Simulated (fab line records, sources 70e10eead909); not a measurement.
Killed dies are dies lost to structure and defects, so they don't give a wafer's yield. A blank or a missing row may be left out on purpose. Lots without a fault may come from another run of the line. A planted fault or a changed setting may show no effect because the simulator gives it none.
Chamber matching | flow nand_harc | NHARC_A_STAIRCASE_DEP_322 on pecvd-01: 3 sister chambers
The step deposits SiO2, target thk 3800 nm. 6 wafers are shown with their chamber, then 8 later ones without.

WAFERS WITH THEIR CHAMBER
wafer  | chamber | heater_power_w (W)
L736.4 | 0       | 630
L738.6 | 2       | 640
L741.1 | 1       | 740
L741.4 | 2       | 651
L741.5 | 1       | 678
L749.1 | 0       | 766

WAFERS WITHOUT THEIR CHAMBER
wafer  | heater_power_w (W)
L749.4 | 680
L749.5 | 625
L751.3 | 802
L751.4 | 614
L751.5 | 658
L755.3 | 710
L755.4 | 660
L755.6 | 631

WHICH CHAMBER EACH WENT THROUGH
wafer  | from the rows above          | in truth
L749.4 | can't be placed: 0 or 1 or 2 | 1
L749.5 | can't be placed: 2 or 0 or 1 | 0
L751.3 | can't be placed: 1 or 0 or 2 | 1
L751.4 | can't be placed: 2 or 0 or 1 | 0
L751.5 | can't be placed: 2 or 0 or 1 | 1
L755.3 | can't be placed: 1 or 0 or 2 | 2
L755.4 | can't be placed: 2 or 0 or 1 | 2
L755.6 | can't be placed: 2 or 0 or 1 | 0
Placed correctly: 0 of 8. Can't be placed from these rows: 8 (the true chamber is among the candidates in 8). Placed wrongly: 0.
How it was worked out, from the rows above alone: a wafer's distance from a chamber is the root of the sum, over the readings, of the square of ((its reading less the chamber's mean) divided by the reading's scatter). The wafer belongs to the nearest chamber; if the next one is less than 2 further off, it can't be placed. A chamber's mean is the mean of its shown wafers. The scatter: the root of (the sum of the squares of (reading less its chamber's mean) over the shown wafers, divided by (wafers less chambers)).
